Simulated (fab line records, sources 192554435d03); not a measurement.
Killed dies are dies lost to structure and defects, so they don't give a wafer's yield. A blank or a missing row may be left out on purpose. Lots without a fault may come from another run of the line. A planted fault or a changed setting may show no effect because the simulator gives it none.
Problem report in the 8D (eight disciplines) form, filled by code | flow n5_finfet | the parts of the form that need people (team, actions taken, sign-off) are left out

1. THE PROBLEM
spin_speed_rpm at N5_BEOL_M5_COAT_65 reads a mean of 1218.1 rpm on 6 wafers of 2 lots; wafers without a fault read 1499.7 rpm with a standard deviation of 1.2. That is -99 or more standard deviations from the usual mean.
The step: time 60 s, resist thk 60 nm.
First seen on wafer L911.1, day 13 19:23, on litho_track-05. The record holds 36 wafers of 12 lots with a number at this step. Rule for "out", or "out of limits": more than 4 standard deviations from the usual mean. The other wafers with a number count as sound.

2. WHAT IT IS AND WHAT IT IS NOT
question                    | is                     | is not
which readings at this step | spin_speed_rpm         | -
which lots                  | L911, L913             | L892, L893, L894, L895, L896, L897, L898, L903, L909, L912
which wafers of those lots  | all that have a number | -
read on which tools         | litho_track-05         | litho_track-02, litho_track-03
when                        | from day 13 19:23      | up to then (30 sound wafers)

3. SUSPECTS, AND WHAT RULES EACH OUT
Counting: a tool at a process step up to the reading stays a suspect if it ran every lot that is out and no sound lot after the first of them.
- pecvd-04 at N5_BEOL_M5_PECVD_70 (deposits SiO2 from TEOS/O2, target thk 16 nm, time 18 s): kept. It ran every lot that is out, first L911 (day 13 15:59), and no sound lot after that; its last sound lot up to then is L903 (day 11 13:44).
- litho_track-05 at N5_BEOL_M5_COAT_65 (time 60 s, resist thk 60 nm): kept. It ran every lot that is out, first L911 (day 13 19:23), and no sound lot after that; its last sound lot up to then is L909 (day 13 07:38). Its own readings are out on those wafers: spin_speed_rpm.
Left after counting: pecvd-04 at N5_BEOL_M5_PECVD_70, litho_track-05 at N5_BEOL_M5_COAT_65.

4. THE CAUSE (what the simulator had put in)
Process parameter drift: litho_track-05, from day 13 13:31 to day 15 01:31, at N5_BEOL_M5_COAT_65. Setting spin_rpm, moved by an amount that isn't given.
Counting left 2 suspects, and this tool is among them.

5. THE CHAIN OF EFFECTS, in route order
Each row: a reading whose mean over the struck wafers that have a number lies more than 3 standard deviations from the usual. Only readings for which the record gives a usual standard deviation are gone through. hours: the time from each lot's start at the first step in this table that gives one to its start at this step, as a median over the lots. sigmas: the change in usual standard deviations.
hours | step               | reading        | usual      | on struck wafers | change | sigmas
0     | N5_BEOL_M5_COAT_65 | spin_speed_rpm | 1499.7 rpm | 1218.1           | -281.6 | -99 or more
The process steps in it:
- N5_BEOL_M5_COAT_65: time 60 s, resist thk 60 nm.
Later measuring or inspecting steps at which every struck wafer that the step has a row for has a number for every such reading, and none has moved that far: N5_BEOL_M5_OVL_MEAS_29.

6. WHAT WOULD HAVE CAUGHT IT SOONER
In this record the first reading out of limits was taken at day 13 19:23, 6 hours after the fault began at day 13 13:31.
